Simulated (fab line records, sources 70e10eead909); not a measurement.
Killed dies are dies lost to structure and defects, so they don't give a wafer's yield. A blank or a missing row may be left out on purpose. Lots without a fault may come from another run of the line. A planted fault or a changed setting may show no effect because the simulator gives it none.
A struck lot beside a sound one | flow nand_harc | 15 steps out of a route of 1302
Sound: wafers L189.4, L189.5, L189.6. Struck: wafer L192.3. (L192.4 of the same lot was not struck and is left out.) The cause comes at the end.
At each step with rows: each side's tool, then ch and its chambers, then its first start. Under that, the readings that differ: sound wafers | struck wafers | difference of the means | sigmas: that difference in standard deviations of wafers without a fault.
alike: readings whose means differ by less than 2 such deviations, and words and numbers that are the same on both sides. not compared: withheld readings, readings that some wafer has no value for, bounds like >300 that may hide the same value, and numbers for which the record gives no deviation and whose values overlap.
The two part at a step that has a row with sigmas, a row that says differs or no value, or rows on one side only. Numbers that don't overlap but have no deviation are shown without sigmas and don't part them. A reading that every wafer of one side lacks parts them only if that side has two wafers or more.

NHARC_A_DECK1_JOINT_CMP_02: polishes SiOx.
  sound on cmp-04 ch 0,3, day 18 11:43; struck on cmp-03 ch 3, day 19 23:08
  alike: edge_zone_pressure_frac, motor_current_A, slurry_filter_dp_kPa
then, 1 step without rows for these wafers: NHARC_A_DECK1_JOINT_SRD_15.
NHARC_A_DECK1_JOINT_DEP_16: deposits SiO2, target thk 45 nm.
  sound on pecvd-04 ch 0,1,2, day 18 12:22; struck on pecvd-02 ch 1, day 19 23:35
  alike: heater_power_w, throttle_valve_pct
NHARC_A_DECK1_JOINT_THK_MEAS_17: measures by ellipsometry.
  sound on film_metro-01, day 18 12:34; struck on film_metro-02, day 19 23:52
  alike: thk_nm
NHARC_A_DECK1_JOINT_INSPECT_05:
  sound on defect_inspect-01, day 18 12:36; struck on defect_inspect-02, day 19 23:53
  alike: raw_defect_count
then, 1 step without rows for these wafers: NHARC_A_ONON_D2_DEP_00 (target thk 1000 nm).
NHARC_A_ONON_D2_THK_MEAS_02: measures by ellipsometry.
  sound on film_metro-01, day 18 13:14; struck on film_metro-01, day 20 00:29
  alike: thk_nm
then, 1 step without rows for these wafers: NHARC_A_ONON_D2_DEP_03 (target thk 1000 nm).
NHARC_A_ONON_D2_THK_MEAS_05: measures by ellipsometry.
  sound on film_metro-01, day 18 13:48; struck on film_metro-01, day 20 01:02
  reading     | sound       | struck | difference | sigmas
  thk_nm (nm) | 989 987 989 | 1005   | +17        | +3
then, 1 step without rows for these wafers: NHARC_A_ONON_D2_DEP_06 (target thk 1000 nm).
NHARC_A_ONON_D2_THK_MEAS_08: measures by ellipsometry.
  sound on film_metro-01, day 18 14:22; struck on film_metro-01, day 20 01:36
  alike: thk_nm
NHARC_A_ONON_D2_DEP_09: target thk 1000 nm.
  sound on pecvd_onon-02 ch 0, day 18 14:36; struck on pecvd_onon-03 ch 0, day 20 01:47
NHARC_A_ONON_D2_THK_MEAS_11: measures by ellipsometry.
  sound on film_metro-01, day 18 14:56; struck on film_metro-01, day 20 02:10
  reading     | sound       | struck | difference | sigmas
  thk_nm (nm) | 985 983 982 | 1136   | +153       | +13
then, 1 step without rows for these wafers: NHARC_A_ONON_D2_DEP_12 (target thk 1000 nm).
-- the record jumps here: 13 days lie between the struck wafers' starts before and after (it left off in module A_ONON_D2 and takes up again in module END, whose first step shown is number 1302 of the route) --
NHARC_END_SORT_01:
  the record has rows for the struck wafers here (prober-01 ch 0, day 32 19:09) and none for the sound ones

WHERE THEY PART
First at NHARC_A_ONON_D2_THK_MEAS_05; last, within this record, at NHARC_END_SORT_01.

WHY: what the simulator had put in
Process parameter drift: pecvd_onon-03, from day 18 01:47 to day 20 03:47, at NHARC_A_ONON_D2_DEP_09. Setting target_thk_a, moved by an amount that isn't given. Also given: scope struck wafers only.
